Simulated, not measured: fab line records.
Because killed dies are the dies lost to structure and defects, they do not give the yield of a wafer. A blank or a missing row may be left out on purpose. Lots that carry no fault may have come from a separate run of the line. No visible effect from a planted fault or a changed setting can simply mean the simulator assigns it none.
A lot that was struck, set against a sound lot    flow n5-finfet    16 steps out of a route of 1938
Sound: wafers L938.1, L938.2, L938.4. Struck: wafer L945.2. (L945.6 of the same lot was not struck and is left out.) The cause comes at the end.
Order at every step that has rows: each side's tool, ch and its chambers, its first start. Under that, the readings that differ: sound wafers    struck wafers    difference of the means    sigmas: that difference in standard deviations of wafers without a fault.
alike: same words and numbers on both sides, and readings whose means sit less than 2 such deviations apart. not compared: any withheld reading, any reading some wafer has no value for, any bound like >300 that may hide the same value, and any number with overlapping values for which the record gives no deviation.
Wherever a step has rows on one side only, a row that says differs or no value, or a row with sigmas, the two part there. When numbers do not overlap yet have no deviation, they are printed without sigmas and do not part them. A reading missing from all wafers of one side parts the sides only when that side holds two or more wafers.

N5_BEOL_M0_SAQP_HM_OPEN_112: chemistry CHF3/O2, target SiO2, stops on a-Si, target depth 12 nm, time 13.5 s.
  sound on rie-diel-05 ch 0,1,3, day 5 19:40; struck on rie-diel-05 ch 2, day 7 23:35
  alike: drypump-motor-current-A, oes-product-au, rf-fwd-power-W, rf-vpp-V, showerhead-plenum-p-Torr, throttle-valve-pct
  not compared: rf-hours-counter-h
then, 5 steps without rows for these wafers: N5_BEOL_M0_SAQP_STRIP_113 (strips in CHF3/O2); N5_BEOL_M0_SAQP_MANDREL_ETCH_20 (etches a-Si in HBr/Cl2, stops on SiNx, target depth 60 nm, bt time 10 s, time 30 s); N5_BEOL_M0_SAQP_STRIP_86 (strips in N2/H2); N5_BEOL_M0_SAQP_STRIP_115 (strips in post etch residue remover, time 60 s); N5_BEOL_M0_SAQP_SRD_93 (time 30 s).
N5_BEOL_M0_SAQP_RECESS_114: chemistry HF/NH3, target SiO2, target depth 14.4 nm, afs cycles 3, sublimation time 60 s.
  sound on vapor-etch-01 ch 0,1, day 5 19:59; struck on vapor-etch-01 ch 0, day 7 23:54
  alike: drypump-motor-current-A
N5_BEOL_M0_SAQP_SPACER1_ALD_98: deposits SiO2, target thk 12.8 nm, pulse time 1 s, purge time 2 s.
  sound on ald-sin-02 ch 0,1,3, day 5 20:24; struck on ald-sin-02 ch 3, day 8 03:15
  alike: heater-power-w, precursor-pulse-height-rel
then, 2 steps without rows for these wafers: N5_BEOL_M0_SAQP_SPACER1_ETCHBACK_99 (etches SiO2 in CHF3/O2, target depth 15.4 nm, time 7.7 s); N5_BEOL_M0_SAQP_MANDREL1_REMOVE_100 (chemistry HBr/Cl2/O2, target a-Si, stops on SiNx, bt time 10 s).
N5_BEOL_M0_SAQP_CD_MEAS_25: the cd target is 13.1 nm.
  sound on cd-sem-02 ch 0, day 5 21:12; struck on cd-sem-03 ch 0, day 8 03:56
  alike: cd-nm
N5_BEOL_M0_SAQP_ETCH_101: etches SiNx in CH3F/O2, target depth 29.9 nm, time 42.7 s.
  sound on rie-diel-02 ch 0,1, day 5 21:21; struck on rie-diel-06 ch 3, day 8 03:58
reading                      sound        struck  difference  sigmas
drypump-motor-current-A (A)  5.5 5.1 5.1  6.5     +1.3        +3
  alike: oes-product-au, rf-fwd-power-W, rf-vpp-V, showerhead-plenum-p-Torr, throttle-valve-pct
  not compared: rf-hours-counter-h
N5_BEOL_M0_SAQP_ETCH_102: etches SiO2 in CF4, target depth 4 nm, time 4.4 s.
  sound on rie-si-05 ch 1,2,3, day 5 21:30; struck on rie-si-05 ch 1, day 8 04:04
reading                   sound              struck  difference  sigmas
oes-product-au (a.u.)     0.983 1.030 0.983  1.494   +0.495      +26
model.etch.depth-nm (nm)  3.938 3.983 3.955  6.875   +2.916      
  alike: drypump-motor-current-A, rf-fwd-power-W, throttle-valve-pct
  not compared: rf-hours-counter-h
N5_BEOL_M0_SAQP_MANDREL_ETCH_103: etches a-Si in HBr/Cl2, stops on SiCN, target depth 45 nm, bt time 10 s, time 27 s.
  sound on rie-si-05 ch 1,2,3, day 5 21:32; struck on rie-si-05 ch 1, day 8 04:06
  alike: drypump-motor-current-A, mfc-cl2-sccm, oes-product-au, rf-fwd-power-W, throttle-valve-pct
  not compared: rf-hours-counter-h
-- the record jumps here: 3 days lie between the struck wafers' starts before and after (it left off in module BEOL_M0_SAQP and takes up again in module BEOL_M4, whose first step shown is number 1111 of the route) --
N5_BEOL_M4_RC_MEAS_101:
  sound on prober-02 ch 0, day 8 03:44; struck on prober-01 ch 0, day 10 17:52
  alike: DIBL_N, DIBL_P, IOFF_N, IOFF_P, ION_N, ION_P, SS_N, SS_P, VT_N, VT_P
-- the record jumps here: 4 days lie between the struck wafers' starts before and after (it left off in module BEOL_M4 and takes up again in module PASSIVATION, whose first step shown is number 1936 of the route) --
N5_PASSIVATION_PROBE_49:
  sound: prober-01 at day 12 22:01; struck: prober-01 at day 14 21:37
  alike: defect-limited-yield, killed_at_M0_to_M3, killed_at_M4_up, killed-at-contacts, killed-at-front-end, killed-at-other, killed-dies, killed-open, killed-short, sort_bin_5_function, sort_bin_6_memory, sort-n-pass, sort-yield-pct

## WHERE THEY PART
Last at N5_BEOL_M0_SAQP_ETCH_102 as far as this record goes, first at N5_BEOL_M0_SAQP_ETCH_101. Later steps at which nothing parts them and some readings are alike: N5_BEOL_M0_SAQP_MANDREL_ETCH_103, N5_BEOL_M4_RC_MEAS_101, N5_PASSIVATION_PROBE_49.

WHY: what had been put in by the simulator
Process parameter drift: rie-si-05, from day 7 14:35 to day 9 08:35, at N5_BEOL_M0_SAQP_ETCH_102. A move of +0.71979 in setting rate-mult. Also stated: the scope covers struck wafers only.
